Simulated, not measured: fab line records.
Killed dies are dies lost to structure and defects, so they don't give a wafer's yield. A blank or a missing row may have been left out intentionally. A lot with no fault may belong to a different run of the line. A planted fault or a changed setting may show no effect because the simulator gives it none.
Matching of chambers -- flow n5Finfet -- N5_BEOL_M6_DEP_56 on pecvd-02: 3 sister chambers
The step deposits SiCN from 3MS/NH3, target thk 10 nm, time 17.5 s. 20 wafers are shown with their chamber, then 10 later ones without.

## WAFERS WITH THEIR CHAMBER
wafer,chamber,throttleValvePct (%),showerheadPlenumPTorr (Torr),chamberPressureTorr (Torr)
L076.1,1,8.85,3.660,2.994
L076.3,0,9.35,3.669,3.015
L076.6,2,8.70,3.670,3.000
L081.1,2,8.57,3.672,2.996
L081.3,1,9.10,3.677,3.009
L081.6,0,8.79,3.666,2.995
L082.2,0,9.39,3.665,3.001
L082.4,0,9.01,3.661,2.991
L082.5,2,9.00,3.676,3.001
L084.1,1,8.85,3.660,3.003
L084.5,1,8.77,3.657,3.009
L084.6,2,8.70,3.674,3.009
L087.1,2,8.66,3.673,2.999
L087.5,1,8.95,3.667,2.997
L087.6,0,9.17,3.672,2.999
L093.2,0,8.91,3.669,2.991
L093.3,2,8.83,3.672,3.004
L093.5,2,8.59,3.666,3.004
L090.4,1,9.01,3.669,3.004
L090.5,2,8.86,3.675,3.000

SIGNATURES, as means of the wafers listed above
reading,chamber 0,chamber 1,chamber 2,scatter within a chamber
throttleValvePct,9.1033,8.9217,8.7387,0.174
showerheadPlenumPTorr,3.66700,3.66500,3.67225,0.00498
chamberPressureTorr,2.99867,3.00267,3.00162,0.00643
Rule: a wafer lies at a distance from a chamber equal to the root of the sum of squares, over the readings, of (its reading less the chamber's mean, divided by the reading's scatter). The wafer belongs to the nearest chamber; if the next one is less than 2 further off, it can't be placed. The scatter is the square root of a quotient: the sum, over the shown wafers, of each reading's squared deviation from its chamber's mean, divided by wafers minus chambers.

## WAFERS MISSING THEIR CHAMBER
wafer,throttleValvePct (%),showerheadPlenumPTorr (Torr),chamberPressureTorr (Torr)
L090.6,9.12,3.667,3.003
L092.4,8.54,3.673,2.994
L092.5,8.92,3.666,3.002
L092.6,8.92,3.659,2.989
L094.1,9.23,3.655,3.006
L094.2,8.89,3.669,3.003
L094.3,8.85,3.674,2.999
L097.1,8.66,3.663,2.988
L097.3,9.04,3.667,3.009
L097.5,8.99,3.673,2.984

## WHICH CHAMBER EACH WENT THROUGH
wafer,from the rows above,in truth
L090.6,can't be placed: 0 or 1 or 2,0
L092.4,can't be placed: 2 or 1 or 0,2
L092.5,can't be placed: 1 or 0 or 2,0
L092.6,can't be placed: 0 or 1 or 2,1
L094.1,can't be placed: 1 or 0 or 2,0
L094.2,can't be placed: 1 or 2 or 0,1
L094.3,can't be placed: 2 or 1 or 0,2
L097.1,can't be placed: 1 or 2 or 0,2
L097.3,can't be placed: 1 or 0 or 2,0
L097.5,can't be placed: 0 or 2 or 1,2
Correct placement for 0 of the 10. These rows do not allow placing 10 (true chamber among the candidates in 10). Wrongly placed: 0.
